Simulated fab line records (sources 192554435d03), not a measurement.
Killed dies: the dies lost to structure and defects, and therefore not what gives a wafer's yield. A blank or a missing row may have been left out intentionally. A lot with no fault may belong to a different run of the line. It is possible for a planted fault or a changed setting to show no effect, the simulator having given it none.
Comparing a struck lot with a sound one / flow n5_finfet / 29 steps out of a route of 1938
Sound: wafers L933.2, L933.3, L933.6. Struck: wafer L942.5. (L942.1, L942.6 of the same lot were not struck and are left out.) The cause comes at the end.
At each step with rows: each side's tool, then ch and its chambers, then its first start. Under that, the readings that differ: sound wafers / struck wafers / difference of the means / sigmas: that difference in standard deviations of wafers without a fault.
alike: words and numbers the same on both sides, and readings whose means are apart by under 2 such deviations; not compared: readings that were withheld, readings missing a value for some wafer, numbers with overlapping values and no deviation given by the record, and bounds like >300 which may hide the same value.
Wherever a step has rows on one side only, a row that says differs or no value, or a row with sigmas, the two part there. Numbers that have no deviation but don't overlap get no sigmas and don't part them. A reading that every wafer of one side lacks parts them only if that side has two wafers or more.

first, 9 steps without rows for these wafers: N5_BEOL_M0_SAQP_EXPOSE_37 (exposes mask M0 CUT1, target cd 30 nm); N5_BEOL_M0_SAQP_PEB_38 (peb time 60 s); N5_BEOL_M0_SAQP_DEVELOP_39 (develop time 30 s); N5_BEOL_M0_SAQP_DESCUM_45 (chemistry O2, time 7 s); N5_BEOL_M0_SAQP_ETCH_88 (etches underlayer in N2/H2, target depth 6.5 nm, time 5.2 s); N5_BEOL_M0_SAQP_ETCH_73 (etches SiARC in CF4, target depth 19.5 nm, time 32.5 s); N5_BEOL_M0_SAQP_CUT_ETCH_46 (etches SOC in N2/H2, target depth 135 nm, overetch 27 nm, time 202.5 s); N5_BEOL_M0_SAQP_STRIP_74 (strips in N2/H2); N5_BEOL_M0_SAQP_STRIP_89 (strips in N2/H2).
N5_BEOL_M0_SAQP_ALD_48: deposits SiO2, target thk 20 nm, pulse time 1 s, co reactant pulse time 1 s.
  sound on ald_sin-02 ch 1,3, day 6 07:12; struck on ald_sin-02 ch 0, day 8 18:52
reading=ald_cycles; sound=139 139 139; struck=169; difference=+30; sigmas=
reading=model.SiO2_of_BEOL_M0_SAQP_ALD_48.thk_nm (nm); sound=20.2 20 20.2; struck=24.4; difference=+4.3; sigmas=
  alike: heater_power_outer_w, heater_power_w, precursor_pulse_height_rel
then, 15 steps without rows for these wafers: N5_BEOL_M0_SAQP_ETCH_49 (etches SiO2 in CF4/O2, target depth 37 nm); N5_BEOL_M0_SAQP_STRIP_75 (strips in CF4); N5_BEOL_M0_CUTY_COAT_50 (time 60 s, resist thk 15 nm); N5_BEOL_M0_CUTY_COAT_51 (resist thk 150 nm); N5_BEOL_M0_CUTY_EBR_52; N5_BEOL_M0_CUTY_SOFTBAKE_53 (time 60 s); N5_BEOL_M0_CUTY_EXPOSE_54 (exposes mask M0 ABLK); N5_BEOL_M0_CUTY_PEB_55 (peb time 60 s); N5_BEOL_M0_CUTY_DEVELOP_56 (develop time 30 s); N5_BEOL_M0_CUTY_DESCUM_61 (chemistry O2, time 7.9 s); N5_BEOL_M0_CUTY_ETCH_62 (etches SiARC in CF4, time 58.5 s); N5_BEOL_M0_CUTY_ETCH_63 (etches SOC in N2/H2, target depth 82.7 nm, overetch 16.5 nm, time 124 s); N5_BEOL_M0_CUTY_STRIP_64 (strips in N2/H2); N5_BEOL_M0_ETCH_138 (etches SiCN in CH3F/O2, target depth 12 nm, time 31.6 s); N5_BEOL_M0_HM_OPEN_105 (chemistry Cl2/BCl3, target TiN, target depth 12 nm).
N5_BEOL_M0_STRIP_140: strips in CF4.
  sound on rie_diel-05 ch 0,1,3, day 6 15:09; struck on rie_diel-05 ch 2, day 8 20:37
reading=model.SiO2_of_BEOL_M0_SAQP_ALD_48.thk_nm (nm); sound=11.2 11.6 11.2; struck=13.4; difference=+2.1; sigmas=
  alike: drypump_motor_current_A, oes_product_au, rf_vpp_V, showerhead_plenum_p_Torr, throttle_valve_pct
  not compared: rf_hours_counter_h
then, 1 step without rows for these wafers: N5_BEOL_M0_STRIP_104 (strips in N2/H2).
-- here the record skips 2 days between the struck wafers' starts before and after, leaving off in module BEOL_M0 and picking up in module BEOL_M4 (first step shown: number 1111 of the route) --
N5_BEOL_M4_RC_MEAS_101:
  sound on prober-01 ch 0, day 9 00:07; struck on prober-01 ch 0, day 11 05:16
reading=IOFF_P (nA/um); sound=0.31 0.29 0.29; struck=0.17; difference=-0.13; sigmas=-3
reading=ION_P (uA/um); sound=470 471 475; struck=453; difference=-19; sigmas=-2
reading=VT_P (mV); sound=-242 -242 -242; struck=-255; difference=-13; sigmas=-4
  alike: DIBL_N, DIBL_P, IOFF_N, ION_N, SS_N, SS_P, VT_N
next, for these wafers, 1 step has no rows: N5_PASSIVATION_PROBE_49.

WHERE THEY PART
At N5_BEOL_M4_RC_MEAS_101 and nowhere else, as far as this record goes.

WHY: whatever the simulator had introduced
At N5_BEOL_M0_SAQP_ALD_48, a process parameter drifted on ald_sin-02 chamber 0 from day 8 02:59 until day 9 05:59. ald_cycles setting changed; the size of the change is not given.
